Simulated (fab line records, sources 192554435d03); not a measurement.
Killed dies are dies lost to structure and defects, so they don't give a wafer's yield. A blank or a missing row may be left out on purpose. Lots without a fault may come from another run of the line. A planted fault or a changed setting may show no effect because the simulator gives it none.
One fault seen from 2 desks | flow n5_finfet | each desk has only its own numbers; what lay behind them comes last

THE METROLOGY DESK
What the gauges read, lot by lot, whatever tool the lot ran on: means of the sampled wafers that have a number. A lot is out of limits, marked OUT, if its mean lies more than 4 standard deviations from the usual mean; the brackets give that distance. Of its 10 readings 7 are shown: those that lie furthest out on some lot.
Columns: A = DIBL_N at N5_BEOL_M4_RC_MEAS_101, usual 36.0 mV/V; B = IOFF_N at N5_BEOL_M4_RC_MEAS_101, usual 0.16 nA/um; C = IOFF_P at N5_BEOL_M4_RC_MEAS_101, usual 0.21 nA/um; D = ION_N at N5_BEOL_M4_RC_MEAS_101, usual 673 uA/um; E = ION_P at N5_BEOL_M4_RC_MEAS_101, usual 461 uA/um; F = VT_N at N5_BEOL_M4_RC_MEAS_101, usual 250 mV; G = VT_P at N5_BEOL_M4_RC_MEAS_101, usual -251 mV
lot  | first seen here | A    | B    | C    | D   | E   | F   | G
L431 | day 7 16:49     | 38.3 | 0.19 | 0.22 | 671 | 454 | 251 | -253
L432 | day 8 12:34     | 36.4 | 0.17 | 0.19 | 686 | 463 | 250 | -253
L433 | day 8 17:45     | 38.5 | 0.20 | 0.21 | 685 | 456 | 245 | -252
L440 | day 10 04:03    | 36.9 | 0.15 | 0.16 | 661 | 444 | 252 | -259
L444 | day 11 03:30    | 37.3 | 0.18 | 0.23 | 667 | 457 | 251 | -249
L449 | day 13 00:16    | 35.6 | 0.15 | 0.19 | 673 | 455 | 253 | -254
L450 | day 13 08:08    | 34.9 | 0.16 | 0.22 | 674 | 466 | 249 | -249
L451 | day 13 17:27    | 36.7 | 0.18 | 0.24 | 687 | 470 | 247 | -247
L452 | day 14 07:53    | 35.8 | 0.16 | 0.22 | 682 | 470 | 247 | -250
L453 | day 14 13:20    | 36.0 | 0.15 | 0.17 | 668 | 454 | 252 | -256
This desk's finding: nothing out of limits on any of the 10 lots.

THE TOOL OWNER'S DESK: epi_rpcvd-04
The tool's own readings at N5_PMOS_HMC_CHANNEL_EPI_EPI_20 (deposits SiGe30, target thk 59 nm): means of the sampled wafers that have a number, for each lot that ran on this tool. A lot is out of limits, marked OUT, if its mean lies more than 4 standard deviations from the usual mean; the brackets give that distance.
Columns: A = susceptor_temp_C at N5_PMOS_HMC_CHANNEL_EPI_EPI_20, usual 600.00 C; B = susceptor_temp_C_max at N5_PMOS_HMC_CHANNEL_EPI_EPI_20, usual 601.4
lot  | first seen here | A                | B
L431 | day 2 00:13     | 599.82           | 601.0
L432 | day 2 06:50     | 599.57           | 600.5
L433 | day 2 12:10     | 612.96 (+45) OUT | 614.0 (+15) OUT
L440 | day 4 06:31     | 612.84 (+44) OUT | 613.8 (+14) OUT
L450 | day 6 18:02     | 600.02           | 601.0
L451 | day 7 00:29     | 599.93           | 601.0
L452 | day 7 05:55     | 600.26           | 601.3
This desk's finding: out of limits on L433, L440; first on L433, day 2 12:10 (susceptor_temp_C at N5_PMOS_HMC_CHANNEL_EPI_EPI_20). In limits: L431, L432, L450, L451, L452.

PUT TOGETHER
The tool owner's desk could have raised an alarm at day 2 12:10, on L433, L440.
The metrology desk saw nothing out of limits.
The metrology desk has L433, L440 on record, within its limits.
Of the lots named, all ran N5_PMOS_HMC_CHANNEL_EPI_EPI_20 on epi_rpcvd-04.

WHAT THE SIMULATOR HAD PUT IN
Process parameter drift: epi_rpcvd-04, from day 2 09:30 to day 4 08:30, at N5_PMOS_HMC_CHANNEL_EPI_EPI_20. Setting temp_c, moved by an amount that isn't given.
Lots struck among those shown: L433, L440.
Hours from the fault's start to each desk's first reading out of limits: the tool owner's desk, 3.
